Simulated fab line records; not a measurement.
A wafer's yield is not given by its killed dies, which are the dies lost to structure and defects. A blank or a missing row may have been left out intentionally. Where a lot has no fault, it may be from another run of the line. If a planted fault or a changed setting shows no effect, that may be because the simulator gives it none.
Which tool is to blame? | flow n5_finfet | 10 lots with 30 wafers sampled at 6 steps, on a route of 1938 steps

## WHAT THE GAUGES READ, wafer by wafer
N5_BEOL_M4_RC_MEAS_101. Usual: DIBL_N 36.4 mV/V, standard deviation 1.6; DIBL_P 36.2 mV/V, standard deviation 1.8; IOFF_N 0.159 nA/um, standard deviation 0.029; IOFF_P 0.21 nA/um, standard deviation 0.034; ION_N 670 uA/um, standard deviation 12; ION_P 459 uA/um, standard deviation 8.2; SS_N 71.5 mV/dec, standard deviation 0.59; SS_P 73.2 mV/dec, standard deviation 0.54; VT_N 250 mV, standard deviation 3.3; VT_P -250 mV, standard deviation 3.7.
lot  | measured     | on        | DIBL_N (mV/V)  | DIBL_P (mV/V)  | IOFF_N (nA/um)    | IOFF_P (nA/um) | ION_N (uA/um) | ION_P (uA/um) | SS_N (mV/dec)  | SS_P (mV/dec)  | VT_N (mV)   | VT_P (mV)      | flag
L452 | day 8 20:48  | prober-02 | 35.8 36.6 36.6 | 37.4 37.3 37.5 | 0.150 0.153 0.164 | 0.20 0.20 0.21 | 673 659 671   | 460 447 459   | 71.2 71.3 71.5 | 73.4 73.6 73.1 | 248 251 251 | -251 -252 -254 |
L458 | day 10 00:43 | prober-01 | 35.7 37.6 37.2 | 36.0 38.7 38.2 | 0.152 0.200 0.187 | 0.24 0.28 0.27 | 668 680 688   | 469 470 472   | 71.6 71.9 72.0 | 73.0 73.7 74.3 | 248 246 244 | -247 -248 -246 |
L457 | day 10 01:51 | prober-02 | 33.8 38.0 36.7 | 34.1 39.1 37.2 | 0.128 0.205 0.165 | 0.17 0.24 0.19 | 663 686 679   | 456 462 464   | 71.1 72.1 71.7 | 72.2 73.4 73.5 | 251 247 248 | -250 -246 -254 |
L461 | day 10 09:16 | prober-01 | 38.3 38.0 38.2 | 37.5 36.8 37.1 | 0.176 0.173 0.184 | 0.27 0.24 0.26 | 669 692 678   | 462 473 468   | 71.5 71.6 71.8 | 74.3 73.7 74.1 | 248 247 247 | -245 -248 -243 |
L460 | day 11 16:36 | prober-01 | 35.4 34.2 36.1 | 35.6 34.4 38.2 | 0.146 0.130 0.167 | 0.17 0.15 0.20 | 671 657 672   | 458 442 455   | 71.8 72.3 72.0 | 72.9 72.1 73.4 | 250 255 249 | -255 -256 -251 |
L463 | day 11 20:03 | prober-01 | 36.5 34.5 36.1 | 36.5 33.8 36.9 | 0.153 0.119 0.135 | 0.20 0.16 0.20 | 663 657 658   | 457 449 459   | 71.3 70.7 70.6 | 73.3 72.7 73.9 | 250 256 253 | -253 -254 -252 |
L464 | day 12 08:26 | prober-01 | 36.2 36.7 35.9 | 35.0 34.4 33.1 | 0.141 0.149 0.131 | 0.21 0.19 0.19 | 664 656 669   | 462 459 460   | 71.5 71.7 70.6 | 73.0 72.9 72.8 | 252 253 250 | -249 -251 -251 |
L473 | day 13 23:15 | prober-02 | 35.5 38.6 36.9 | 34.9 39.7 37.1 | 0.113 0.190 0.152 | 0.14 0.20 0.16 | 649 673 675   | 443 453 455   | 71.2 72.2 71.9 | 72.3 73.7 72.9 | 257 250 251 | -262 -253 -258 |
L474 | day 14 19:29 | prober-01 | 36.1 37.3 33.1 | 37.1 39.1 34.9 | 0.157 0.196 0.117 | 0.22 0.26 0.19 | 657 689 652   | 458 472 460   | 71.7 71.7 70.8 | 73.4 73.6 72.5 | 253 247 253 | -250 -248 -250 |
L475 | day 14 23:20 | prober-02 | 37.0 32.8 32.9 | 37.7 33.8 34.5 | 0.179 0.114 0.119 | 0.27 0.20 0.23 | 671 657 660   | 468 466 464   | 72.1 70.8 70.8 | 73.9 72.3 73.0 | 248 255 249 | -245 -246 -247 |

N5_BEOL_M10_CD_MEAS_35 targets a cd of 70 nm. Usual: cd_nm 70.0 nm, standard deviation 0.67.
lot  | measured     | on        | cd_nm (nm)     | flag
L452 | day 11 08:37 | cd_sem-02 | 69.9 70.0 71.0 |
L458 | day 12 07:42 | cd_sem-02 | 71.6 72.3 71.3 |
L457 | day 12 03:43 | cd_sem-01 | 70.5 70.5 69.5 |
L461 | day 12 11:47 | cd_sem-01 | 69.8 69.5 70.0 |
L460 | day 13 18:10 | cd_sem-03 | 70.0 70.3 69.4 |
L463 | day 14 05:22 | cd_sem-02 | 70.9 70.4 69.5 |
L464 | day 14 13:07 | cd_sem-02 | 70.8 71.2 71.2 |
L473 | day 16 03:53 | cd_sem-01 | 69.8 70.0 69.4 |
L474 | day 16 20:56 | cd_sem-03 | 68.9 69.2 69.4 |
L475 | day 17 06:16 | cd_sem-01 | 70.6 69.6 69.9 |

N5_BEOL_M10_INSPECT_58: inspects for defects (darkfield). Usual: raw_defect_count 82, standard deviation 31.
lot  | measured     | on                | raw_defect_count | flag
L452 | day 11 12:08 | defect_inspect-01 | 64 71 67         |
L458 | day 12 10:24 | defect_inspect-01 | 150 89 131       |
L457 | day 12 06:48 | defect_inspect-02 | 70 73 68         |
L461 | day 12 13:50 | defect_inspect-02 | 78 153 99        |
L460 | day 13 21:24 | defect_inspect-01 | 61 61 85         |
L463 | day 14 08:10 | defect_inspect-02 | 46 44 36         |
L464 | day 14 16:37 | defect_inspect-02 | 125 86 77        |
L473 | day 16 07:28 | defect_inspect-02 | 77 80 78         |
L474 | day 16 23:56 | defect_inspect-01 | 53 56 67         |
L475 | day 17 08:49 | defect_inspect-02 | 88 74 42         |

N5_BEOL_M11_THK_MEAS_01. Usual: M11_ILD_THK 268 nm, standard deviation 3.6.
lot  | measured     | on            | M11_ILD_THK (nm) | flag
L452 | day 11 12:46 | film_metro-01 | 268 275 268      |
L458 | day 12 11:30 | film_metro-02 | 269 271 270      |
L457 | day 12 07:25 | film_metro-01 | 269 267 266      |
L461 | day 12 14:57 | film_metro-02 | 270 275 272      |
L460 | day 13 22:14 | film_metro-01 | 266 266 269      |
L463 | day 14 09:20 | film_metro-01 | 266 268 129      | OFF
L464 | day 14 17:15 | film_metro-02 | 270 271 127      | OFF
L473 | day 16 08:06 | film_metro-01 | 264 266 269      |
L474 | day 17 00:36 | film_metro-02 | 261 260 264      |
L475 | day 17 09:28 | film_metro-01 | 268 270 273      |

## TOOL THAT RAN EACH LOT (tool first, then ch and the chambers of the sampled wafers, then the start)
lot  | N5_BEOL_M10_DEP_56              | N5_BEOL_M11_ILD_DEP_00
L452 | pecvd-01 ch 0,1, day 11 12:02   | pecvd-02 ch 1,2, day 11 12:11
L458 | pecvd-04 ch 1,2, day 12 10:18   | pecvd-04 ch 0,2, day 12 10:26
L457 | pecvd-04 ch 1,2, day 12 06:42   | pecvd-01 ch 0,1, day 12 06:50
L461 | pecvd-03 ch 0,1,2, day 12 13:44 | pecvd-04 ch 0,1, day 12 13:53
L460 | pecvd-03 ch 1,2, day 13 21:18   | pecvd-04 ch 1,2, day 13 21:26
L463 | pecvd-01 ch 0,2, day 14 08:04   | pecvd-04 ch 0,1,2, day 14 08:12
L464 | pecvd-04 ch 1,2, day 14 16:32   | pecvd-04 ch 0,1, day 14 16:40
L473 | pecvd-04 ch 1,2, day 16 07:22   | pecvd-02 ch 0,1,2, day 16 07:31
L474 | pecvd-03 ch 0,1, day 16 23:49   | pecvd-02 ch 0,1, day 16 23:59
L475 | pecvd-01 ch 0,2, day 17 08:41   | pecvd-01 ch 0,2, day 17 08:50
- N5_BEOL_M10_DEP_56: deposits SiCN from 3MS/NH3, target thk 15 nm, time 26.5 s.
- N5_BEOL_M11_ILD_DEP_00: deposits SiCOH lowk from DEMS/porogen, target thk 308.51 nm, time 58 s.

## AS READ BY THE TOOLS THEMSELVES (means over the sampled wafers that have a number; for cases with no such wafer, the mark the record gives instead)
N5_BEOL_M10_DEP_56. Usual: showerhead_plenum_p_Torr 3.664 Torr, standard deviation 0.015; showerhead_vpp_V 935 V, standard deviation 54; throttle_valve_pct 9.3 %, standard deviation 0.69.
lot  | tool     | showerhead_plenum_p_Torr (Torr) | showerhead_vpp_V (V) | throttle_valve_pct (%) | flag
L452 | pecvd-01 | 3.673                           | 938                  | 10.2                   |
L458 | pecvd-04 | 3.649                           | 924                  | 8.6                    |
L457 | pecvd-04 | 3.656                           | 927                  | 8.6                    |
L461 | pecvd-03 | 3.664                           | 913                  | 9.3                    |
L460 | pecvd-03 | 3.662                           | 939                  | 9.0                    |
L463 | pecvd-01 | 3.667                           | 940                  | 10.3                   |
L464 | pecvd-04 | 3.651                           | 914                  | 8.7                    |
L473 | pecvd-04 | 3.659                           | 971                  | 9.0                    |
L474 | pecvd-03 | 3.663                           | 895                  | 9.5                    |
L475 | pecvd-01 | 3.661                           | 938                  | 9.7                    |

N5_BEOL_M11_ILD_DEP_00. Usual: heater_power_w 333 W, standard deviation 63; run_length_s 100.6 s, standard deviation 0.57; showerhead_plenum_p_Torr 5.741 Torr, standard deviation 0.015; showerhead_vpp_V 1443 V, standard deviation 110; throttle_valve_pct 14.0 %, standard deviation 1.
lot  | tool     | heater_power_w (W) | run_length_s (s) | showerhead_plenum_p_Torr (Torr) | showerhead_vpp_V (V) | throttle_valve_pct (%) | flag
L452 | pecvd-02 | 290                | 101.1            | 5.746                           | 1305                 | 14.2                   |
L458 | pecvd-04 | 331                | 100.2            | 5.747                           | 1488                 | 13.5                   |
L457 | pecvd-01 | 384                | 100.9            | 5.744                           | 1443                 | 14.7                   |
L461 | pecvd-04 | 369                | 99.9             | 5.754                           | 1570                 | 14.0                   |
L460 | pecvd-04 | 320                | 100.8            | 5.721                           | 1467                 | 13.3                   |
L463 | pecvd-04 | 333                | 89.8             | 5.744                           | 1514                 | 13.5                   | OFF
L464 | pecvd-04 | 345                | 89.5             | 5.748                           | 1568                 | 13.8                   | OFF
L473 | pecvd-02 | 303                | 101.3            | 5.743                           | 1347                 | 13.9                   |
L474 | pecvd-02 | 276                | 100.8            | 5.734                           | 1284                 | 14.6                   |
L475 | pecvd-01 | 372                | 100.4            | 5.743                           | 1486                 | 14.8                   |

## THE ANSWER, worked out from the rows above alone
Rule: a lot counts as off when the mean over its wafers that have a number is more than 3 standard deviations away from the usual mean. Also off: a lot with no number at a reading for which 4 or more lots have one. Where the step has rows for the other lots, those lots are counted as sound. The gauges are gone through in route order, then the tools' own readings, and for those a lot's mean is taken as printed above. At the first step where some lot is off, the reading lying furthest off is the one used; lots without a number count as furthest.
Off: L463, L464, seen at N5_BEOL_M11_THK_MEAS_01 (M11_ILD_THK).
If a tool, at a process step before that reading, ran all the lots that are off and no sound lot after the first of them, it fits. Not tried: the gauges at N5_BEOL_M11_THK_MEAS_01; whatever is off there is also off at N5_BEOL_M11_ILD_DEP_00, on other tools, and gauge error can't account for it. One fits: pecvd-04 at N5_BEOL_M11_ILD_DEP_00. A fault onset in the window from L460 (day 13 21:26, its last sound lot) to L463 (day 14 08:12, its first lot off) fits.
On the lots that are off, the tool's own readings at N5_BEOL_M11_ILD_DEP_00 differ by more than 5 times the standard deviation of the sound lots' means, which bears it out; run_length_s reads 89.7 s there versus 100.7 s on the sound lots.

## WHAT HAD BEEN PUT IN BY THE SIMULATOR
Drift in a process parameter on pecvd-04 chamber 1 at N5_BEOL_M11_ILD_DEP_00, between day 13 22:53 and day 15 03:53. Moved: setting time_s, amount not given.
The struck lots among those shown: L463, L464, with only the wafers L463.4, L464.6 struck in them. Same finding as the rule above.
